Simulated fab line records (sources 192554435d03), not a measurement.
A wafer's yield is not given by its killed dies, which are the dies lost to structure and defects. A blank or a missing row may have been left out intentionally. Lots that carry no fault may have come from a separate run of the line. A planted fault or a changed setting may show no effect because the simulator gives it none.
Matching of chambers :: flow n5_finfet :: N5_BEOL_M11_ALD_74 on ald_metal-01 has 4 sister chambers
The step deposits TaN, target thk 2 nm, pulse time 2 s, purge time 3 s. 4 wafers are shown with their chamber, then 8 later ones without.

WAFERS, EACH WITH ITS CHAMBER
wafer: L074.3
chamber: 0
heater_power_w (W): 493

wafer: L078.5
chamber: 3
heater_power_w (W): 438

wafer: L078.6
chamber: 2
heater_power_w (W): 485

wafer: L086.2
chamber: 1
heater_power_w (W): 386

WAFERS WITH NO CHAMBER GIVEN
wafer: L086.4
heater_power_w (W): 442

wafer: L086.5
heater_power_w (W): 504

wafer: L093.2
heater_power_w (W): 472

wafer: L093.3
heater_power_w (W): 394

wafer: L093.6
heater_power_w (W): 468

wafer: L097.3
heater_power_w (W): 383

wafer: L097.4
heater_power_w (W): 443

wafer: L097.6
heater_power_w (W): 499

WHICH CHAMBER EACH ONE RAN IN
wafer: L086.4
from the rows above: 3
in truth: 3

wafer: L086.5
from the rows above: can't be placed: 0 or 2
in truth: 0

wafer: L093.2
from the rows above: can't be placed: 2 or 0
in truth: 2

wafer: L093.3
from the rows above: 1
in truth: 1

wafer: L093.6
from the rows above: can't be placed: 2 or 0 or 3
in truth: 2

wafer: L097.3
from the rows above: 1
in truth: 1

wafer: L097.4
from the rows above: 3
in truth: 3

wafer: L097.6
from the rows above: can't be placed: 0 or 2
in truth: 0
Correct placement for 4 of the 8. Unplaceable from these rows: 4, with the true chamber sitting among the candidates in 4. Wrongly placed: 0.
How it was worked out, from the rows above alone: a wafer's distance from a chamber is the root of the sum, over the readings, of the square of ((its reading less the chamber's mean) divided by the reading's scatter). The wafer belongs to the nearest chamber; if the next one is less than 2 further off, it can't be placed. For every chamber, the mean is computed from those of its wafers that are shown. The scatter (one wafer shown for each chamber): square how far every hidden wafer sits from the nearest shown wafer, average those squares and take the square root.
